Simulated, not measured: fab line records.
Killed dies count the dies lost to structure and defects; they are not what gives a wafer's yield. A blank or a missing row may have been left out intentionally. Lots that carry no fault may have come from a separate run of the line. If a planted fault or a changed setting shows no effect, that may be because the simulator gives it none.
Which of the tools did it? || flow n5Finfet || 24 lots with 72 wafers sampled at 3 steps, on a route of 1938 steps

WHAT THE GAUGES READ, wafer by wafer
N5_BEOL_M1_OCD_MEAS_38. Usual: trenchDepthNm reads 55.1 nm (standard deviation 0.79).
{"lot": "L074", "measured": "day 6 14:36", "on": "ocd-02", "trenchDepthNm (nm)": "55.2 55.4 56.1", "flag": ""}
{"lot": "L076", "measured": "day 7 18:01", "on": "ocd-01", "trenchDepthNm (nm)": "55.2 55.5 56.2", "flag": ""}
{"lot": "L075", "measured": "day 7 21:30", "on": "ocd-01", "trenchDepthNm (nm)": "55.2 55.7 54.5", "flag": ""}
{"lot": "L077", "measured": "day 7 22:28", "on": "ocd-01", "trenchDepthNm (nm)": "55.1 56.1 56.6", "flag": ""}
{"lot": "L078", "measured": "day 8 02:45", "on": "ocd-02", "trenchDepthNm (nm)": "55.0 54.8 54.8", "flag": ""}
{"lot": "L079", "measured": "day 8 06:13", "on": "ocd-02", "trenchDepthNm (nm)": "55.1 55.3 56.3", "flag": ""}
{"lot": "L080", "measured": "day 8 14:47", "on": "ocd-01", "trenchDepthNm (nm)": "55.9 56.5 56.1", "flag": ""}
{"lot": "L081", "measured": "day 8 16:23", "on": "ocd-02", "trenchDepthNm (nm)": "56.1 55.1 54.8", "flag": ""}
{"lot": "L082", "measured": "day 8 22:29", "on": "ocd-01", "trenchDepthNm (nm)": "55.0 56.3 55.5", "flag": ""}
{"lot": "L083", "measured": "day 9 06:18", "on": "ocd-01", "trenchDepthNm (nm)": "53.1 54.8 54.4", "flag": ""}
{"lot": "L084", "measured": "day 9 08:56", "on": "ocd-02", "trenchDepthNm (nm)": "55.2 55.6 54.2", "flag": ""}
{"lot": "L085", "measured": "day 9 11:45", "on": "ocd-02", "trenchDepthNm (nm)": "55.1 53.6 54.8", "flag": ""}
{"lot": "L086", "measured": "day 9 22:23", "on": "ocd-02", "trenchDepthNm (nm)": "54.6 54.3 55.5", "flag": ""}
{"lot": "L087", "measured": "day 10 00:24", "on": "ocd-02", "trenchDepthNm (nm)": "55.9 56.0 55.0", "flag": ""}
{"lot": "L088", "measured": "day 10 08:43", "on": "ocd-01", "trenchDepthNm (nm)": "54.9 56.0 54.7", "flag": ""}
{"lot": "L089", "measured": "day 10 08:49", "on": "ocd-02", "trenchDepthNm (nm)": "55.3 54.2 54.2", "flag": ""}
{"lot": "L090", "measured": "day 10 17:56", "on": "ocd-02", "trenchDepthNm (nm)": "56.6 54.0 53.6", "flag": ""}
{"lot": "L091", "measured": "day 11 02:56", "on": "ocd-01", "trenchDepthNm (nm)": "54.3 55.3 53.7", "flag": ""}
{"lot": "L092", "measured": "day 11 03:23", "on": "ocd-01", "trenchDepthNm (nm)": "54.5 54.9 54.6", "flag": ""}
{"lot": "L093", "measured": "day 11 11:30", "on": "ocd-01", "trenchDepthNm (nm)": "54.0 54.5 54.3", "flag": ""}
{"lot": "L095", "measured": "day 12 00:58", "on": "ocd-01", "trenchDepthNm (nm)": "55.4 55.1 56.9", "flag": ""}
{"lot": "L097", "measured": "day 12 06:34", "on": "ocd-01", "trenchDepthNm (nm)": "54.7 55.6 55.0", "flag": ""}
{"lot": "L096", "measured": "day 12 11:07", "on": "ocd-02", "trenchDepthNm (nm)": "55.7 54.4 55.8", "flag": ""}
{"lot": "L094", "measured": "day 12 18:27", "on": "ocd-01", "trenchDepthNm (nm)": "53.9 53.8 54.8", "flag": ""}

N5_BEOL_M1_CD_MEAS_35: target cd 18 nm, target cd y 21 nm. Usual: cdNm reads 18.02 nm (standard deviation 0.28).
{"lot": "L074", "measured": "day 6 14:45", "on": "cdSem-01", "cdNm (nm)": "18.30 17.93 18.09", "flag": ""}
{"lot": "L076", "measured": "day 7 18:10", "on": "cdSem-01", "cdNm (nm)": "17.69 17.47 17.95", "flag": ""}
{"lot": "L075", "measured": "day 7 21:39", "on": "cdSem-02", "cdNm (nm)": "18.22 18.07 18.23", "flag": ""}
{"lot": "L077", "measured": "day 7 22:38", "on": "cdSem-02", "cdNm (nm)": "18.05 18.08 17.79", "flag": ""}
{"lot": "L078", "measured": "day 8 02:55", "on": "cdSem-01", "cdNm (nm)": "17.64 18.29 18.16", "flag": ""}
{"lot": "L079", "measured": "day 12 05:57", "on": "cdSem-01", "cdNm (nm)": "17.85 18.02 17.55", "flag": ""}
{"lot": "L080", "measured": "day 8 14:56", "on": "cdSem-01", "cdNm (nm)": "17.51 17.39 17.89", "flag": ""}
{"lot": "L081", "measured": "day 8 16:32", "on": "cdSem-01", "cdNm (nm)": "17.87 18.02 18.29", "flag": ""}
{"lot": "L082", "measured": "day 8 22:39", "on": "cdSem-02", "cdNm (nm)": "17.70 18.13 17.91", "flag": ""}
{"lot": "L083", "measured": "day 9 06:28", "on": "cdSem-01", "cdNm (nm)": "17.95 18.16 17.96", "flag": ""}
{"lot": "L084", "measured": "day 9 09:06", "on": "cdSem-03", "cdNm (nm)": "17.85 18.11 17.73", "flag": ""}
{"lot": "L085", "measured": "day 9 11:54", "on": "cdSem-02", "cdNm (nm)": "17.89 17.75 18.15", "flag": ""}
{"lot": "L086", "measured": "day 9 22:32", "on": "cdSem-03", "cdNm (nm)": "18.27 18.21 17.90", "flag": ""}
{"lot": "L087", "measured": "day 10 00:33", "on": "cdSem-01", "cdNm (nm)": "18.39 18.30 18.45", "flag": ""}
{"lot": "L088", "measured": "day 10 08:53", "on": "cdSem-03", "cdNm (nm)": "18.51 18.07 18.38", "flag": ""}
{"lot": "L089", "measured": "day 10 08:58", "on": "cdSem-02", "cdNm (nm)": "17.79 18.06 18.15", "flag": ""}
{"lot": "L090", "measured": "day 10 18:06", "on": "cdSem-03", "cdNm (nm)": "17.52 18.24 17.64", "flag": ""}
{"lot": "L091", "measured": "day 11 03:05", "on": "cdSem-01", "cdNm (nm)": "18.52 18.54 18.04", "flag": ""}
{"lot": "L092", "measured": "day 11 03:33", "on": "cdSem-01", "cdNm (nm)": "18.11 17.94 17.90", "flag": ""}
{"lot": "L093", "measured": "day 11 11:45", "on": "cdSem-03", "cdNm (nm)": "17.87 18.33 18.02", "flag": ""}
{"lot": "L095", "measured": "day 12 01:07", "on": "cdSem-01", "cdNm (nm)": "18.08 18.03 17.70", "flag": ""}
{"lot": "L097", "measured": "day 12 06:44", "on": "cdSem-02", "cdNm (nm)": "17.87 17.88 18.14", "flag": ""}
{"lot": "L096", "measured": "day 12 11:17", "on": "cdSem-01", "cdNm (nm)": "18.33 18.30 18.48", "flag": ""}
{"lot": "L094", "measured": "day 12 18:37", "on": "cdSem-02", "cdNm (nm)": "17.73 17.95 17.95", "flag": ""}

WHICH TOOL RAN EACH LOT (tool, then ch and the chambers of the sampled wafers, then the start)
{"lot": "L074", "N5_BEOL_M1_STRIP_36": "rieDiel-03 ch 1,3, day 6 14:23"}
{"lot": "L076", "N5_BEOL_M1_STRIP_36": "rieDiel-03 ch 0,1,3, day 7 17:49"}
{"lot": "L075", "N5_BEOL_M1_STRIP_36": "rieDiel-06 ch 0,2, day 7 21:18"}
{"lot": "L077", "N5_BEOL_M1_STRIP_36": "rieDiel-03 ch 1,2, day 7 22:17"}
{"lot": "L078", "N5_BEOL_M1_STRIP_36": "rieDiel-03 ch 0,1,2, day 8 02:34"}
{"lot": "L079", "N5_BEOL_M1_STRIP_36": "rieDiel-01 ch 0,3, day 8 06:01"}
{"lot": "L080", "N5_BEOL_M1_STRIP_36": "rieDiel-01 ch 2,3, day 8 14:35"}
{"lot": "L081", "N5_BEOL_M1_STRIP_36": "rieDiel-01 ch 0,1,3, day 8 16:11"}
{"lot": "L082", "N5_BEOL_M1_STRIP_36": "rieDiel-01 ch 0,3, day 8 22:17"}
{"lot": "L083", "N5_BEOL_M1_STRIP_36": "rieDiel-03 ch 0,3, day 9 06:07"}
{"lot": "L084", "N5_BEOL_M1_STRIP_36": "rieDiel-03 ch 1,2, day 9 08:44"}
{"lot": "L085", "N5_BEOL_M1_STRIP_36": "rieDiel-06 ch 1,2, day 9 11:33"}
{"lot": "L086", "N5_BEOL_M1_STRIP_36": "rieDiel-01 ch 0,1,3, day 9 22:11"}
{"lot": "L087", "N5_BEOL_M1_STRIP_36": "rieDiel-03 ch 1,3, day 10 00:12"}
{"lot": "L088", "N5_BEOL_M1_STRIP_36": "rieDiel-01 ch 0,1,3, day 10 08:31"}
{"lot": "L089", "N5_BEOL_M1_STRIP_36": "rieDiel-06 ch 0,2,3, day 10 08:37"}
{"lot": "L090", "N5_BEOL_M1_STRIP_36": "rieDiel-01 ch 1,2, day 10 17:44"}
{"lot": "L091", "N5_BEOL_M1_STRIP_36": "rieDiel-03 ch 0,1,2, day 11 02:44"}
{"lot": "L092", "N5_BEOL_M1_STRIP_36": "rieDiel-06 ch 0,2, day 11 03:11"}
{"lot": "L093", "N5_BEOL_M1_STRIP_36": "rieDiel-01 ch 0,1, day 11 11:18"}
{"lot": "L095", "N5_BEOL_M1_STRIP_36": "rieDiel-01 ch 0,1,2, day 12 00:46"}
{"lot": "L097", "N5_BEOL_M1_STRIP_36": "rieDiel-01 ch 0,1,3, day 12 06:23"}
{"lot": "L096", "N5_BEOL_M1_STRIP_36": "rieDiel-01 ch 1,2,3, day 12 10:55"}
{"lot": "L094", "N5_BEOL_M1_STRIP_36": "rieDiel-03 ch 0,2,3, day 12 18:15"}
- N5_BEOL_M1_STRIP_36: strips in N2/H2.

WHAT THE TOOLS THEMSELVES READ (means of the sampled wafers that have a number; where no wafer has one, the mark that the record gives instead)
N5_BEOL_M1_STRIP_36. Usual: drypumpMotorCurrentA 5.9 A, standard deviation 0.54; oesProductAu 0.80 a.u., standard deviation 0.081; rfVppV 59.2 V, standard deviation 1.5; showerheadPlenumPTorr 2.54 Torr, standard deviation 0.086; throttleValvePct 23.78 %, standard deviation 0.18.
{"lot": "L074", "tool": "rieDiel-03", "drypumpMotorCurrentA (A)": 5.9, "oesProductAu (a.u.)": 0.81, "rfVppV (V)": 59.3, "showerheadPlenumPTorr (Torr)": 2.49, "throttleValvePct (%)": 23.55, "flag": ""}
{"lot": "L076", "tool": "rieDiel-03", "drypumpMotorCurrentA (A)": 5.7, "oesProductAu (a.u.)": 0.80, "rfVppV (V)": 59.7, "showerheadPlenumPTorr (Torr)": 2.52, "throttleValvePct (%)": 23.68, "flag": ""}
{"lot": "L075", "tool": "rieDiel-06", "drypumpMotorCurrentA (A)": 6.4, "oesProductAu (a.u.)": 0.76, "rfVppV (V)": 59.3, "showerheadPlenumPTorr (Torr)": 2.50, "throttleValvePct (%)": 23.89, "flag": ""}
{"lot": "L077", "tool": "rieDiel-03", "drypumpMotorCurrentA (A)": 5.7, "oesProductAu (a.u.)": 0.75, "rfVppV (V)": 59.9, "showerheadPlenumPTorr (Torr)": 2.51, "throttleValvePct (%)": 23.53, "flag": ""}
{"lot": "L078", "tool": "rieDiel-03", "drypumpMotorCurrentA (A)": 5.6, "oesProductAu (a.u.)": 0.75, "rfVppV (V)": 58.5, "showerheadPlenumPTorr (Torr)": 2.54, "throttleValvePct (%)": 23.63, "flag": ""}
{"lot": "L079", "tool": "rieDiel-01", "drypumpMotorCurrentA (A)": 6.2, "oesProductAu (a.u.)": 0.93, "rfVppV (V)": 59.4, "showerheadPlenumPTorr (Torr)": 2.48, "throttleValvePct (%)": 23.71, "flag": ""}
{"lot": "L080", "tool": "rieDiel-01", "drypumpMotorCurrentA (A)": 6.1, "oesProductAu (a.u.)": 0.96, "rfVppV (V)": 59.5, "showerheadPlenumPTorr (Torr)": 2.56, "throttleValvePct (%)": 23.76, "flag": ""}
{"lot": "L081", "tool": "rieDiel-01", "drypumpMotorCurrentA (A)": 6.3, "oesProductAu (a.u.)": 0.85, "rfVppV (V)": 59.5, "showerheadPlenumPTorr (Torr)": 2.50, "throttleValvePct (%)": 23.73, "flag": ""}
{"lot": "L082", "tool": "rieDiel-01", "drypumpMotorCurrentA (A)": 6.4, "oesProductAu (a.u.)": 0.87, "rfVppV (V)": 57.6, "showerheadPlenumPTorr (Torr)": 2.47, "throttleValvePct (%)": 23.84, "flag": ""}
{"lot": "L083", "tool": "rieDiel-03", "drypumpMotorCurrentA (A)": 5.5, "oesProductAu (a.u.)": 0.78, "rfVppV (V)": 59.0, "showerheadPlenumPTorr (Torr)": 2.54, "throttleValvePct (%)": 23.79, "flag": ""}
{"lot": "L084", "tool": "rieDiel-03", "drypumpMotorCurrentA (A)": 5.7, "oesProductAu (a.u.)": 0.74, "rfVppV (V)": 61.2, "showerheadPlenumPTorr (Torr)": 2.50, "throttleValvePct (%)": 23.55, "flag": ""}
{"lot": "L085", "tool": "rieDiel-06", "drypumpMotorCurrentA (A)": 6.0, "oesProductAu (a.u.)": 0.74, "rfVppV (V)": 58.7, "showerheadPlenumPTorr (Torr)": 2.49, "throttleValvePct (%)": 23.77, "flag": ""}
{"lot": "L086", "tool": "rieDiel-01", "drypumpMotorCurrentA (A)": 6.3, "oesProductAu (a.u.)": 0.83, "rfVppV (V)": 58.7, "showerheadPlenumPTorr (Torr)": 2.49, "throttleValvePct (%)": 23.76, "flag": ""}
{"lot": "L087", "tool": "rieDiel-03", "drypumpMotorCurrentA (A)": 5.7, "oesProductAu (a.u.)": 0.83, "rfVppV (V)": 59.1, "showerheadPlenumPTorr (Torr)": 2.53, "throttleValvePct (%)": 23.67, "flag": ""}
{"lot": "L088", "tool": "rieDiel-01", "drypumpMotorCurrentA (A)": 6.3, "oesProductAu (a.u.)": 0.82, "rfVppV (V)": 57.9, "showerheadPlenumPTorr (Torr)": 2.49, "throttleValvePct (%)": 23.77, "flag": ""}
{"lot": "L089", "tool": "rieDiel-06", "drypumpMotorCurrentA (A)": 6.0, "oesProductAu (a.u.)": 0.76, "rfVppV (V)": 58.6, "showerheadPlenumPTorr (Torr)": 2.54, "throttleValvePct (%)": 24.00, "flag": ""}
{"lot": "L090", "tool": "rieDiel-01", "drypumpMotorCurrentA (A)": 6.3, "oesProductAu (a.u.)": 0.79, "rfVppV (V)": 59.4, "showerheadPlenumPTorr (Torr)": 2.59, "throttleValvePct (%)": 23.79, "flag": ""}
{"lot": "L091", "tool": "rieDiel-03", "drypumpMotorCurrentA (A)": 5.5, "oesProductAu (a.u.)": 0.73, "rfVppV (V)": 60.4, "showerheadPlenumPTorr (Torr)": 2.53, "throttleValvePct (%)": 23.68, "flag": ""}
{"lot": "L092", "tool": "rieDiel-06", "drypumpMotorCurrentA (A)": 6.4, "oesProductAu (a.u.)": 0.71, "rfVppV (V)": 58.4, "showerheadPlenumPTorr (Torr)": 2.55, "throttleValvePct (%)": 24.00, "flag": ""}
{"lot": "L093", "tool": "rieDiel-01", "drypumpMotorCurrentA (A)": 6.4, "oesProductAu (a.u.)": 0.75, "rfVppV (V)": 60.9, "showerheadPlenumPTorr (Torr)": 2.50, "throttleValvePct (%)": 23.78, "flag": ""}
{"lot": "L095", "tool": "rieDiel-01", "drypumpMotorCurrentA (A)": 6.4, "oesProductAu (a.u.)": 0.80, "rfVppV (V)": 59.3, "showerheadPlenumPTorr (Torr)": 2.56, "throttleValvePct (%)": 23.91, "flag": ""}
{"lot": "L097", "tool": "rieDiel-01", "drypumpMotorCurrentA (A)": 6.3, "oesProductAu (a.u.)": 0.80, "rfVppV (V)": 58.7, "showerheadPlenumPTorr (Torr)": 2.48, "throttleValvePct (%)": 23.78, "flag": ""}
{"lot": "L096", "tool": "rieDiel-01", "drypumpMotorCurrentA (A)": 6.2, "oesProductAu (a.u.)": 0.83, "rfVppV (V)": 60.4, "showerheadPlenumPTorr (Torr)": 2.57, "throttleValvePct (%)": 23.80, "flag": ""}
{"lot": "L094", "tool": "rieDiel-03", "drypumpMotorCurrentA (A)": 5.3, "oesProductAu (a.u.)": 0.77, "rfVppV (V)": 61.1, "showerheadPlenumPTorr (Torr)": 2.57, "throttleValvePct (%)": 23.77, "flag": ""}

THE ANSWER, worked out from the rows above alone
Rule: take the mean of a lot's wafers that have a number; if it is more than 3 standard deviations from the usual mean, the lot is off. A lot without any number at a reading at which 4 lots or more have one is off too. Where the step has rows for the other lots, those lots are counted as sound. Order of review: gauges by route order, followed by the tools' own readings, for which a lot's mean as printed above is used. At the first step where some lot is off, the reading lying furthest off is the one used; lots without a number count as furthest.
Across all readings shown, no lot is off: no conclusion can be drawn from this.

WHAT HAD BEEN PUT IN BY THE SIMULATOR
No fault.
